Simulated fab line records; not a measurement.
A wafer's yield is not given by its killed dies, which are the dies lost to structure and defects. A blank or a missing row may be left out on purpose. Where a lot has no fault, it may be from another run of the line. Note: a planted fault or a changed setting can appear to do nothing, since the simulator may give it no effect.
Chamber matching	flow n5_finfet	N5_BEOL_M7_DESCUM_16 on rie_diel-04 has 4 sister chambers
The step chemistry O2, time 7.9 s. 18 wafers are shown with their chamber, then 9 later ones without.

## EACH WAFER AND ITS CHAMBER
wafer	chamber	drypump_motor_current_A (A)	showerhead_plenum_p_Torr (Torr)	throttle_valve_pct (%)
L075.1	1	6.0	2.17	20.42
L075.3	3	5.9	2.19	20.54
L075.5	0	6.3	1.96	20.58
L079.1	2	5.4	2.08	20.40
L079.3	3	6.0	2.19	20.56
L079.5	3	6.0	2.19	20.52
L081.1	3	5.9	2.18	20.56
L081.3	1	6.0	2.16	20.45
L081.5	0	6.3	1.96	20.59
L082.2	0	6.3	1.96	20.59
L082.3	3	5.9	2.18	20.56
L082.5	2	5.4	2.08	20.40
L086.1	0	6.3	1.95	20.62
L086.3	1	6.0	2.16	20.49
L086.4	3	5.9	2.18	20.56
L088.2	1	6.0	2.16	20.45
L088.3	3	5.9	2.18	20.56
L088.5	1	6.0	2.16	20.47

SIGNATURES, as means of the wafers listed above
reading	chamber 0	chamber 1	chamber 2	chamber 3	scatter within a chamber
drypump_motor_current_A	6.300	6.000	5.400	5.929	0.0319
showerhead_plenum_p_Torr	1.9575	2.1620	2.0800	2.1843	0.00483
throttle_valve_pct	20.5950	20.4560	20.4000	20.5514	0.0191
Rule: for each reading, subtract the chamber's mean from the wafer's reading, divide by that reading's scatter and square the result; add these up over the readings and take the root, which gives the wafer's distance from the chamber. The wafer belongs to the nearest chamber; if the next one is less than 2 further off, it can't be placed. The scatter is the square root of a quotient: the sum, over the shown wafers, of each reading's squared deviation from its chamber's mean, divided by wafers minus chambers.

## WAFERS WHOSE CHAMBER IS MISSING
wafer	drypump_motor_current_A (A)	showerhead_plenum_p_Torr (Torr)	throttle_valve_pct (%)
L089.1	6.0	2.16	20.49
L089.2	5.4	2.08	20.39
L089.3	5.9	2.18	20.59
L091.1	6.0	2.16	20.48
L091.3	5.9	2.18	20.57
L091.6	6.0	2.16	20.46
L096.4	6.3	2.21	20.24
L096.5	6.3	2.21	20.24
L096.6	6.0	2.15	20.49

## EACH ONE'S CHAMBER
wafer	from the rows above	in truth
L089.1	1	1
L089.2	2	2
L089.3	3	3
L091.1	1	1
L091.3	3	3
L091.6	1	1
L096.4	1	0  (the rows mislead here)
L096.5	1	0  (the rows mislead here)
L096.6	1	1
Correctly placed: 7 of 9. Not placeable from these rows: 0. 2 placed wrongly.
